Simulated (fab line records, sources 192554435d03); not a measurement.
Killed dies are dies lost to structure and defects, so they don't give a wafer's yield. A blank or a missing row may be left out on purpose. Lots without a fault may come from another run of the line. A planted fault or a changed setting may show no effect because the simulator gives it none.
Which tool did it? | flow n5_finfet | 12 lots, 31 wafers sampled, at 5 steps of a route of 1938

WHAT THE GAUGES READ, wafer by wafer
N5_BEOL_M11_CD_MEAS_35: target cd 70 nm. Usual: cd_nm 69.4 nm, standard deviation 0.95.
lot  | measured     | on        | cd_nm (nm)     | flag
L551 | day 11 17:59 | cd_sem-02 | 70.7 69.8 70.0 |
L552 | day 11 21:20 | cd_sem-01 | 69.8 68.6      |
L554 | day 12 12:32 | cd_sem-03 | 68.1 69.1      |
L553 | day 12 15:03 | cd_sem-02 | 68.3 68.5      |
L555 | day 12 15:07 | cd_sem-01 | 67.7 70.4      |
L557 | day 13 05:38 | cd_sem-01 | 69.7 70.3 69.6 |
L556 | day 13 07:51 | cd_sem-01 | 69.4 68.7 70.0 |
L560 | day 13 17:28 | cd_sem-01 | 68.5 69.3      |
L559 | day 13 23:03 | cd_sem-03 | 69.1 69.0 69.9 |
L565 | day 15 14:20 | cd_sem-02 | 69.6 68.1 68.9 |
L567 | day 16 01:52 | cd_sem-02 | 68.8 69.9 69.5 |
L566 | day 16 02:08 | cd_sem-03 | 68.1 68.8 69.1 |

N5_BEOL_M12_CD_MEAS_17: target cd 140 nm. Usual: cd_nm 139.6 nm, standard deviation 2.7.
lot  | measured     | on        | cd_nm (nm)        | flag
L551 | day 11 23:30 | cd_sem-02 | 134.7 137.6 136.5 |
L552 | day 12 01:50 | cd_sem-01 | 140.8 141.1       |
L554 | day 12 17:37 | cd_sem-03 | 137.0 138.8       |
L553 | day 12 18:22 | cd_sem-01 | 141.3 141.5       |
L555 | day 12 19:24 | cd_sem-01 | 142.6 139.4       |
L557 | day 13 09:54 | cd_sem-03 | 140.5 141.9 138.5 |
L556 | day 13 12:53 | cd_sem-01 | 141.0 139.4 138.8 |
L560 | day 13 20:49 | cd_sem-03 | 140.3 140.6       |
L559 | day 14 03:43 | cd_sem-02 | 137.8 139.0 141.4 |
L565 | day 15 21:14 | cd_sem-03 | 141.2 140.3 139.4 |
L567 | day 16 08:19 | cd_sem-03 | 140.4 138.1 138.2 |
L566 | day 16 08:51 | cd_sem-03 | 141.3 146.2 141.8 |

WHICH TOOL RAN EACH LOT (tool, then ch and the chambers of the sampled wafers, then the start)
lot  | N5_BEOL_M11_DEGAS_44         | N5_BEOL_M12_STRIP_63                 | N5_BEOL_M12_STRIP_64
L551 | pvd_sputter-03, day 11 18:29 | plasma_asher-02 ch 0,1, day 11 23:19 | plasma_asher-02 ch 0,1, day 11 23:22
L552 | pvd_sputter-03, day 11 21:56 | plasma_asher-02 ch 0,1, day 12 01:37 | plasma_asher-02 ch 0,1, day 12 01:41
L554 | pvd_sputter-01, day 12 14:39 | plasma_asher-01 ch 1, day 12 17:25   | plasma_asher-01 ch 1, day 12 17:28
L553 | pvd_sputter-02, day 12 15:25 | plasma_asher-01 ch 0,1, day 12 18:10 | plasma_asher-01 ch 0,1, day 12 18:13
L555 | pvd_sputter-02, day 12 15:58 | plasma_asher-02 ch 0,1, day 12 19:13 | plasma_asher-02 ch 0,1, day 12 19:16
L557 | pvd_sputter-03, day 13 06:20 | plasma_asher-01 ch 0,1, day 13 09:41 | plasma_asher-01 ch 0,1, day 13 09:45
L556 | pvd_sputter-01, day 13 10:00 | plasma_asher-01 ch 0,1, day 13 12:41 | plasma_asher-01 ch 0,1, day 13 12:44
L560 | pvd_sputter-03, day 13 18:01 | plasma_asher-01 ch 1, day 13 20:37   | plasma_asher-01 ch 1, day 13 20:41
L559 | pvd_sputter-01, day 14 00:55 | plasma_asher-02 ch 0,1, day 14 03:31 | plasma_asher-02 ch 0,1, day 14 03:34
L565 | pvd_sputter-01, day 15 15:01 | plasma_asher-02 ch 0,1, day 15 21:03 | plasma_asher-02 ch 0,1, day 15 21:07
L567 | pvd_sputter-01, day 16 02:37 | plasma_asher-02 ch 0,1, day 16 08:06 | plasma_asher-02 ch 0,1, day 16 08:10
L566 | pvd_sputter-01, day 16 03:25 | plasma_asher-02 ch 0,1, day 16 08:39 | plasma_asher-02 ch 0,1, day 16 08:43
- N5_BEOL_M11_DEGAS_44: time 60 s.
- N5_BEOL_M12_STRIP_63: strips in N2/H2.
- N5_BEOL_M12_STRIP_64: strips in N2/H2.

WHAT THE TOOLS THEMSELVES READ (means of the sampled wafers that have a number; where no wafer has one, the mark that the record gives instead)
N5_BEOL_M11_DEGAS_44. Usual: heater_power_w 326 W, standard deviation 31.
lot  | tool           | heater_power_w (W) | flag
L551 | pvd_sputter-03 | 284                |
L552 | pvd_sputter-03 | 316                |
L554 | pvd_sputter-01 | 316                |
L553 | pvd_sputter-02 | 348                |
L555 | pvd_sputter-02 | 339                |
L557 | pvd_sputter-03 | 327                |
L556 | pvd_sputter-01 | 332                |
L560 | pvd_sputter-03 | 299                |
L559 | pvd_sputter-01 | 341                |
L565 | pvd_sputter-01 | 312                |
L567 | pvd_sputter-01 | 302                |
L566 | pvd_sputter-01 | 314                |

N5_BEOL_M12_STRIP_63. Usual: chamber_pressure_mTorr 1000.0 mTorr, standard deviation 0.88; drypump_motor_current_A 5.6 A, standard deviation 0.32; heater_power_w 328 W, standard deviation 12; oes_product_au 0.693 a.u., standard deviation 0.0047; strip_time_to_endpoint_s 42.2 s, standard deviation 1.1.
lot  | tool            | chamber_pressure_mTorr (mTorr) | drypump_motor_current_A (A) | heater_power_w (W) | oes_product_au (a.u.) | strip_time_to_endpoint_s (s) | flag
L551 | plasma_asher-02 | 1000.1                         | 5.4                         | 336                | 0.689                 | 43.3                         |
L552 | plasma_asher-02 | 999.5                          | 5.4                         | 334                | 0.692                 | 42.8                         |
L554 | plasma_asher-01 | 1001.1                         | 5.7                         | 315                | 0.696                 | 43.2                         |
L553 | plasma_asher-01 | 999.9                          | 6.0                         | 326                | 0.694                 | 41.4                         |
L555 | plasma_asher-02 | 999.9                          | 5.4                         | 336                | 0.694                 | 41.7                         |
L557 | plasma_asher-01 | 1000.1                         | 6.0                         | 327                | 0.700                 | 42.5                         |
L556 | plasma_asher-01 | 1000.1                         | 6.0                         | 325                | 0.690                 | 41.6                         |
L560 | plasma_asher-01 | 1000.0                         | 5.7                         | 320                | 0.689                 | 41.2                         |
L559 | plasma_asher-02 | 1000.1                         | 5.4                         | 335                | 0.693                 | 41.5                         |
L565 | plasma_asher-02 | -                              | -                           | -                  | -                     | -                            | OFF
L567 | plasma_asher-02 | -                              | -                           | -                  | -                     | -                            | OFF
L566 | plasma_asher-02 | -                              | -                           | -                  | -                     | -                            | OFF

N5_BEOL_M12_STRIP_64. Usual: drypump_motor_current_A 5.6 A, standard deviation 0.32; h2_flow_sccm 3250 sccm, standard deviation 8.7; heater_power_w 327 W, standard deviation 12; oes_product_au 0.715 a.u., standard deviation 0.0046; strip_time_to_endpoint_s 31.29 s, standard deviation 0.081.
lot  | tool            | drypump_motor_current_A (A) | h2_flow_sccm (sccm) | heater_power_w (W) | oes_product_au (a.u.) | strip_time_to_endpoint_s (s) | flag
L551 | plasma_asher-02 | 5.4                         | 3249                | 337                | 0.715                 | 31.32                        |
L552 | plasma_asher-02 | 5.4                         | 3252                | 332                | 0.720                 | 31.32                        |
L554 | plasma_asher-01 | 5.6                         | 3260                | 320                | 0.720                 | 31.25                        |
L553 | plasma_asher-01 | 6.0                         | 3254                | 328                | 0.713                 | 31.24                        |
L555 | plasma_asher-02 | 5.4                         | 3246                | 330                | 0.718                 | 31.29                        |
L557 | plasma_asher-01 | 6.0                         | 3249                | 327                | 0.718                 | 31.27                        |
L556 | plasma_asher-01 | 6.0                         | 3248                | 330                | 0.713                 | 31.15                        |
L560 | plasma_asher-01 | 5.7                         | 3249                | 320                | 0.721                 | 31.18                        |
L559 | plasma_asher-02 | 5.4                         | 3246                | 330                | 0.714                 | 31.24                        |
L565 | plasma_asher-02 | 5.4                         | 3264                | 332                | 0.797                 | 64.76                        | OFF
L567 | plasma_asher-02 | 5.4                         | 3258                | 325                | 0.791                 | 64.13                        | OFF
L566 | plasma_asher-02 | 5.4                         | 3251                | 335                | 0.812                 | 65.76                        | OFF

THE ANSWER, worked out from the rows above alone
Rule: a lot is off if the mean of its wafers that have a number lies more than 3 standard deviations from the usual mean. A lot without any number at a reading at which 4 lots or more have one is off too. The other lots that the step has rows for count as sound. The gauges are gone through in route order, then the tools' own readings, and for those a lot's mean is taken as printed above. The first step at which some lot is off is used, and at that step the reading that is off furthest; a lot without a number counts as furthest.
Off: L565, L567, L566, at N5_BEOL_M12_STRIP_63 (chamber_pressure_mTorr). Without a number there: L565, L567, L566.
A tool fits if, at that step or a process step before it, it ran every lot that is off, and no sound lot after the first of them. Can't be told from this: 2 tools fit, pvd_sputter-01 at N5_BEOL_M11_DEGAS_44, plasma_asher-02 at N5_BEOL_M12_STRIP_63.

WHAT THE SIMULATOR HAD PUT IN
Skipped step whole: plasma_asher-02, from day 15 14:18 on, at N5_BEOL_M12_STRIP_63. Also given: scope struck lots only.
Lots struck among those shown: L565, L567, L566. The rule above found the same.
